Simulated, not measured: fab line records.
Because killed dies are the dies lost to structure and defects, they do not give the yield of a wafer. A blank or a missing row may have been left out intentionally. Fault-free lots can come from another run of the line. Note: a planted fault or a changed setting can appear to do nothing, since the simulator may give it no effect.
Check for tools in common :: flow nandHarc :: Sampled: 5 lots, 15 wafers

## REASON IT WAS OPENED
At NHARC_END_SORT_01 the reading killedAtPeriphery is flagged on 2 of 5 lots. Wafers without a fault read 2.9, standard deviation 1.9.
Rule: a lot is flagged when every wafer of it that has a number lies more than 4 standard deviations from that mean, or none has a number. The other lots count as sound.

lot: L384
measured: day 20 08:32
on: prober-01
killedAtPeriphery, wafer by wafer: 1 3 3
flag: 

lot: L389
measured: day 21 10:02
on: prober-01
killedAtPeriphery, wafer by wafer: 0 0 0
flag: 

lot: L392
measured: day 22 02:30
on: prober-01
killedAtPeriphery, wafer by wafer: 3 4 6
flag: 

lot: L391
measured: day 22 02:30
on: prober-02
killedAtPeriphery, wafer by wafer: 652 642 647
flag: FLAGGED

lot: L390
measured: day 22 19:01
on: prober-01
killedAtPeriphery, wafer by wafer: 661 657 648
flag: FLAGGED
Flagged lots average 651.2: +648.3 relative to the usual, that is +99 or more standard deviations.

## WHICH TOOL RAN EACH LOT
2 process steps preceding the reading are held in the record, out of 1159 steps in the route. In each cell: the tool, then ch and the chambers that the sampled wafers went through, then the start.
lot: L384
flag: 
NHARC_P_STI_ETCH_42: rieDiel-03 ch 0,2,3, day 3 19:13
NHARC_P_GATE_ETCH_104: rieDiel-08 ch 1,2, day 6 01:26

lot: L389
flag: 
NHARC_P_STI_ETCH_42: rieDiel-02 ch 2,3, day 4 20:15
NHARC_P_GATE_ETCH_104: rieDiel-04 ch 0,1,2, day 6 22:23

lot: L392
flag: 
NHARC_P_STI_ETCH_42: rieDiel-02 ch 0,1,2, day 5 17:18
NHARC_P_GATE_ETCH_104: rieDiel-07 ch 0,1, day 8 01:07

lot: L391
flag: FLAGGED
NHARC_P_STI_ETCH_42: rieDiel-02 ch 0,1,2, day 5 11:22
NHARC_P_GATE_ETCH_104: no row

lot: L390
flag: FLAGGED
NHARC_P_STI_ETCH_42: rieDiel-02 ch 1,2, day 5 05:47
NHARC_P_GATE_ETCH_104: no row
What the steps here do:
- NHARC_P_STI_ETCH_42: etches the open film in N2/H2, target depth 80 nm, overetch 24 nm, time 61 s.
- NHARC_P_GATE_ETCH_104: etches the open film in CF4/CHF3, target depth 60 nm.
- NHARC_END_SORT_01

## FLAGGED AGAINST TOTAL, ONE TOOL AT A TIME (gauges that did the reading follow at the end)
step: NHARC_P_STI_ETCH_42
tool: rieDiel-02
lots run: 4
flagged: 2
share of the flagged lots: all
sound lots run after its first flagged lot: 1 (L392)

step: NHARC_P_STI_ETCH_42
tool: rieDiel-03
lots run: 1
flagged: 0
share of the flagged lots: none
sound lots run after its first flagged lot: -

step: NHARC_P_GATE_ETCH_104
tool: rieDiel-04
lots run: 1
flagged: 0
share of the flagged lots: none
sound lots run after its first flagged lot: -

step: NHARC_P_GATE_ETCH_104
tool: rieDiel-07
lots run: 1
flagged: 0
share of the flagged lots: none
sound lots run after its first flagged lot: -

step: NHARC_P_GATE_ETCH_104
tool: rieDiel-08
lots run: 1
flagged: 0
share of the flagged lots: none
sound lots run after its first flagged lot: -

step: NHARC_END_SORT_01
tool: prober-01
lots run: 4
flagged: 1
share of the flagged lots: some
sound lots run after its first flagged lot: 0

step: NHARC_END_SORT_01
tool: prober-02
lots run: 1
flagged: 1
share of the flagged lots: some
sound lots run after its first flagged lot: 0

## THE TABLE: WHAT IT ALLOWS
Rows of the table that ran each flagged lot: 1, that is rieDiel-02 at NHARC_P_STI_ETCH_42.
- rieDiel-02 at NHARC_P_STI_ETCH_42 ran 4 lots, 2 of them flagged. Sound lots ran on it after the first flagged one (L392), which a lasting fault on the whole tool wouldn't allow. On the flagged lots its readings are blank where sound lots have values: biasW, chamberPressureMTorr, drypumpMotorCurrentA, oesProductAu and 3 more.
There is no row in the table that ran each flagged lot and no sound lot after the first.

## WHAT HAD BEEN PUT IN BY THE SIMULATOR
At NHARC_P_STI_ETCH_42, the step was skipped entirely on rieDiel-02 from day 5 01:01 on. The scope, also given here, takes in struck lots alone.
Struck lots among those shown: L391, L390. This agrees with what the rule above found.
